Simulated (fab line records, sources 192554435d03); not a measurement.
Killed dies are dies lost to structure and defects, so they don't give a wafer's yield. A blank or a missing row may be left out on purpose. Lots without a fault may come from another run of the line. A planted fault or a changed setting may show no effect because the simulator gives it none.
A struck lot beside a sound one | flow n5_finfet | 15 steps out of a route of 1938
Sound: wafers L469.2, L469.3, L469.6. Struck: wafers L486.1, L486.3. (L486.4 of the same lot was not struck and is left out.) The cause comes at the end.
At each step with rows: each side's tool, then ch and its chambers, then its first start. Under that, the readings that differ: sound wafers | struck wafers | difference of the means | sigmas: that difference in standard deviations of wafers without a fault.
alike: readings whose means differ by less than 2 such deviations, and words and numbers that are the same on both sides. not compared: withheld readings, readings that some wafer has no value for, bounds like >300 that may hide the same value, and numbers for which the record gives no deviation and whose values overlap.
The two part at a step that has a row with sigmas, a row that says differs or no value, or rows on one side only. Numbers that don't overlap but have no deviation are shown without sigmas and don't part them. A reading that every wafer of one side lacks parts them only if that side has two wafers or more.

first, 7 steps without rows for these wafers: N5_BEOL_M7_COAT_71 (time 60 s, resist thk 5 nm); N5_BEOL_M7_COAT_22 (resist thk 30 nm); N5_BEOL_M7_EBR_24; N5_BEOL_M7_SOFTBAKE_23 (time 60 s); N5_BEOL_M7_EXPOSE_25 (exposes mask V6, target cd 40 nm); N5_BEOL_M7_PEB_26 (peb time 60 s); N5_BEOL_M7_DEVELOP_27 (develop time 30 s).
N5_BEOL_M7_CD_MEAS_28: target cd 40 nm.
  sound on cd_sem-02 ch 0, day 8 22:07; struck on cd_sem-03 ch 0, day 13 17:10
  reading    | sound             | struck      | difference | sigmas
  cd_nm (nm) | 40.22 40.19 40.05 | 39.64 39.63 | -0.52      | -2
N5_BEOL_M7_OVL_MEAS_29:
  sound on overlay-01 ch 0, day 8 22:08; struck on overlay-02 ch 0, day 13 17:11
  alike: V6_OVL
N5_BEOL_M7_INSPECT_30: inspects for defects (brightfield).
  sound on defect_inspect-02, day 8 22:12; struck on defect_inspect-01, day 13 17:15
  alike: raw_defect_count
N5_BEOL_M7_DESCUM_33: chemistry O2, time 7 s.
  sound on rie_diel-04 ch 0,1,3, day 8 22:34; struck on rie_diel-02 ch 0,3, day 13 17:32
  alike: drypump_motor_current_A, oes_product_au, rf_vpp_V, showerhead_plenum_p_Torr, throttle_valve_pct
  not compared: rf_hours_counter_h
N5_BEOL_M7_ETCH_72: etches underlayer in N2/H2, target depth 6.5 nm, time 5.2 s.
  sound on rie_diel-04 ch 0,1,3, day 8 22:37; struck on rie_diel-02 ch 0,3, day 13 17:34
  alike: drypump_motor_current_A, etch_rf_on_time_s, n2_flow_sccm, oes_product_au, rf_vpp_V, showerhead_plenum_p_Torr, throttle_valve_pct
  not compared: rf_hours_counter_h
N5_BEOL_M7_ETCH_65: etches SiARC in CF4, target depth 15.6 nm, time 26 s.
  sound on rie_diel-04 ch 0,1,3, day 8 22:38; struck on rie_diel-02 ch 0,3, day 13 17:35
  reading               | sound          | struck    | difference | sigmas
  etch_rf_on_time_s (s) | 26.0 26.2 26.1 | 18.0 18.3 | -8.0       | -16
  oes_product_au (a.u.) | 0.59 0.64 0.62 | 0.93 0.76 | +0.23      | +3
  alike: drypump_motor_current_A, rf_vpp_V, showerhead_plenum_p_Torr, throttle_valve_pct
  not compared: rf_hours_counter_h
N5_BEOL_M7_ETCH_66: etches SOC in N2/H2, target depth 80 nm, overetch 16 nm, time 120 s.
  sound on rie_diel-04 ch 0,1,3, day 8 22:39; struck on rie_diel-02 ch 0,3, day 13 17:37
  alike: drypump_motor_current_A, n2_flow_sccm, oes_product_au, rf_vpp_V, showerhead_plenum_p_Torr, throttle_valve_pct
  not compared: rf_hours_counter_h
then, 1 step without rows for these wafers: N5_PASSIVATION_PROBE_49.

WHERE THEY PART
First at N5_BEOL_M7_CD_MEAS_28; last, within this record, at N5_BEOL_M7_ETCH_65. Later steps at which nothing parts them and some readings are alike: N5_BEOL_M7_ETCH_66.

WHY: what the simulator had put in
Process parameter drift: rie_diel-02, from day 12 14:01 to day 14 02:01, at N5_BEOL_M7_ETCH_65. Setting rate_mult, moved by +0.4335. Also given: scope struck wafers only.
